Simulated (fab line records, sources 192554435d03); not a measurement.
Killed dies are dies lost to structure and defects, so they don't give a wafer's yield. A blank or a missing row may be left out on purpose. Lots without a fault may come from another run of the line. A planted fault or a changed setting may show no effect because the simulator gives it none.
A struck lot beside a sound one | flow n5_finfet | 36 steps out of a route of 1938
Sound: wafers L815.3, L815.5, L815.6. Struck: wafers L804.2, L804.3, L804.6. The cause comes at the end.
At each step with rows: each side's tool, then ch and its chambers, then its first start. Under that, the readings that differ: sound wafers | struck wafers | difference of the means | sigmas: that difference in standard deviations of wafers without a fault.
alike: readings whose means differ by less than 2 such deviations, and words and numbers that are the same on both sides. not compared: withheld readings, readings that some wafer has no value for, bounds like >300 that may hide the same value, and numbers for which the record gives no deviation and whose values overlap.
The two part at a step that has a row with sigmas, a row that says differs or no value, or rows on one side only. Numbers that don't overlap but have no deviation are shown without sigmas and don't part them. A reading that every wafer of one side lacks parts them only if that side has two wafers or more.

first, 9 steps without rows for these wafers: N5_BEOL_M4_ANNEAL_95 (time 240 s); N5_BEOL_M4_SPUTTER_96 (material Cu, target thk 4.5 nm, time 8.29 s); N5_BEOL_M4_ECD_50 (material Cu, target thk 300 nm); N5_BEOL_M4_ANNEAL_51 (time 90 s); N5_BEOL_M4_CMP_52 (polishes, stops on SiOC, t overpolish 6.8 s, target thk 40 nm); N5_BEOL_M4_PRE_CLEAN_60 (time 15 s); N5_BEOL_M4_CO_CAP_55 (material Co, precursor CCTBA/H2, target thk 2 nm, time 102.1 s); N5_BEOL_M4_PRE_CLEAN_56 (time 15 s); N5_BEOL_M4_DEP_57 (deposits SiCN from 3MS/NH3, target thk 8 nm, time 14 s).
N5_BEOL_M4_RC_MEAS_101:
  sound on prober-01 ch 0, day 11 23:42; struck on prober-01 ch 0, day 9 03:29
  reading       | sound       | struck      | difference | sigmas
  ION_N (uA/um) | 660 661 688 | 688 688 690 | +19        | +2
  ION_P (uA/um) | 462 457 470 | 481 479 476 | +16        | +2
  alike: DIBL_N, DIBL_P, IOFF_N, IOFF_P, SS_N, SS_P, VT_N, VT_P
then, 24 steps without rows for these wafers: N5_BEOL_M5_ILD_DEP_00 (deposits SiCOH lowk from DEMS/porogen, target thk 140.64 nm, time 25.9 s); N5_BEOL_M5_CURE_79 (cures SiCOH lowk, time 240 s); N5_BEOL_M5_PECVD_70 (deposits SiO2 from TEOS/O2, target thk 16 nm, time 18 s); N5_BEOL_M5_HM_DEP_02 (deposits TiN, target thk 20 nm); N5_BEOL_M5_COAT_59 (time 60 s, resist thk 60 nm); N5_BEOL_M5_COAT_60 (time 60 s, resist thk 12 nm); N5_BEOL_M5_COAT_71 (time 60 s, resist thk 5 nm); N5_BEOL_M5_COAT_05 (resist thk 30 nm); N5_BEOL_M5_EBR_07; N5_BEOL_M5_SOFTBAKE_06 (time 60 s); N5_BEOL_M5_EXPOSE_08 (exposes mask M5, target cd 28 nm); N5_BEOL_M5_PEB_09 (peb time 60 s); N5_BEOL_M5_DEVELOP_10 (develop time 30 s); N5_BEOL_M5_DESCUM_16 (chemistry O2, time 7 s); N5_BEOL_M5_ETCH_72 (etches underlayer in N2/H2, target depth 6.5 nm, time 5.2 s); N5_BEOL_M5_ETCH_61 (etches SiARC in CF4, target depth 15.6 nm, time 26 s); N5_BEOL_M5_ETCH_62 (etches SOC in N2/H2, target depth 75 nm, overetch 15 nm, time 112.5 s); N5_BEOL_M5_STRIP_63 (strips in N2/H2); N5_BEOL_M5_STRIP_73 (strips in N2/H2); N5_BEOL_M5_STRIP_64 (strips in CF4); N5_BEOL_M5_HM_OPEN_17 (chemistry Cl2/BCl3, target TiN, target depth 20 nm, overetch 6 nm); N5_BEOL_M5_STRIP_19 (strips in O2); N5_BEOL_M5_COAT_65 (time 60 s, resist thk 60 nm); N5_BEOL_M5_COAT_66 (time 60 s, resist thk 12 nm).
-- the record jumps here: 3 days lie between the struck wafers' starts before and after (it left off in module BEOL_M5 and takes up again in module BEOL_M14, whose first step shown is number 1770 of the route) --
N5_BEOL_M14_DEP_53: deposits SiCN from 3MS/NH3, target thk 50 nm, time 17.8 s.
  sound on pecvd-04 ch 0,1,2, day 15 03:52; struck on pecvd-02 ch 0,1,2, day 12 10:49
  no value came back on the struck wafers for chamber_pressure_Torr (Torr), rf_fwd_power_W (W), showerhead_plenum_p_Torr (Torr), throttle_valve_pct (%); on the sound wafers chamber_pressure_Torr (Torr) reads 3.011 2.998 3.007
N5_PASSIVATION_PROBE_49:
  the record has rows for the struck wafers here (prober-02, day 13 07:11) and none for the sound ones

WHERE THEY PART
First at N5_BEOL_M4_RC_MEAS_101; last, within this record, at N5_PASSIVATION_PROBE_49.

WHY: what the simulator had put in
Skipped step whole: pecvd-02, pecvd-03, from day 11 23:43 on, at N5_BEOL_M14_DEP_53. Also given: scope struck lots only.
